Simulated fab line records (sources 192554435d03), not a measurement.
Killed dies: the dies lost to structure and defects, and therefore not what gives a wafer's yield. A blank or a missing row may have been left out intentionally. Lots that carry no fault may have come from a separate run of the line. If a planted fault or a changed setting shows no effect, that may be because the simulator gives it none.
Matching of chambers -- flow n5_finfet -- N5_BEOL_M0_SAQP_SPACER1_ALD_98 on ald_sin-04: 4 sister chambers
The step deposits SiO2, target thk 12.8 nm, pulse time 1 s, purge time 2 s. 16 wafers are shown with their chamber, then 8 later ones without.

EACH WAFER AND ITS CHAMBER
wafer,chamber,heater_power_w (W),precursor_pulse_height_rel
L075.1,3,459,0.978
L075.2,2,461,0.995
L075.3,0,472,0.994
L075.4,1,513,1.000
L075.5,2,465,0.993
L075.6,3,461,0.989
L076.1,1,520,0.983
L076.3,3,466,1.027
L076.4,0,468,0.992
L080.1,1,503,1.016
L080.4,0,472,0.973
L080.6,2,466,1.000
L085.4,2,466,0.952
L085.5,1,532,0.993
L085.6,0,472,0.985
L090.1,0,470,1.035

SIGNATURES (averages over the wafers above)
reading,chamber 0,chamber 1,chamber 2,chamber 3,scatter within a chamber
heater_power_w,470.80,517.00,464.50,462.00,6.47
precursor_pulse_height_rel,0.99580,0.99800,0.98500,0.99800,0.0215
Rule: distance of a wafer from a chamber = root of the sum over the readings of ((wafer's reading minus chamber's mean) / reading's scatter) squared. If the next closest chamber is less than 2 further off than the closest, the wafer can't be placed; otherwise it belongs to the closest. The scatter: take each reading less its chamber's mean, square it, sum over the shown wafers, divide by the number of wafers less the number of chambers, and take the root.

WAFERS WHOSE CHAMBER IS MISSING
wafer,heater_power_w (W),precursor_pulse_height_rel
L090.4,523,0.999
L090.6,466,0.967
L093.1,447,0.960
L093.2,476,0.984
L093.4,472,0.972
L095.2,472,0.977
L095.5,473,0.983
L095.6,470,0.990

THE CHAMBER EACH PASSED THROUGH
wafer,from the rows above,in truth
L090.4,1,1
L090.6,can't be placed: 2 or 0 or 3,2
L093.1,can't be placed: 3 or 2 or 0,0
L093.2,can't be placed: 0 or 2 or 3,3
L093.4,can't be placed: 0 or 2 or 3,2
L095.2,can't be placed: 0 or 2 or 3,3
L095.5,can't be placed: 0 or 2 or 3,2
L095.6,can't be placed: 0 or 2 or 3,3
1 of 8 placed correctly. From these rows, 7 cannot be placed; in 7 the true chamber is one of the candidates. Placed wrongly: 0.
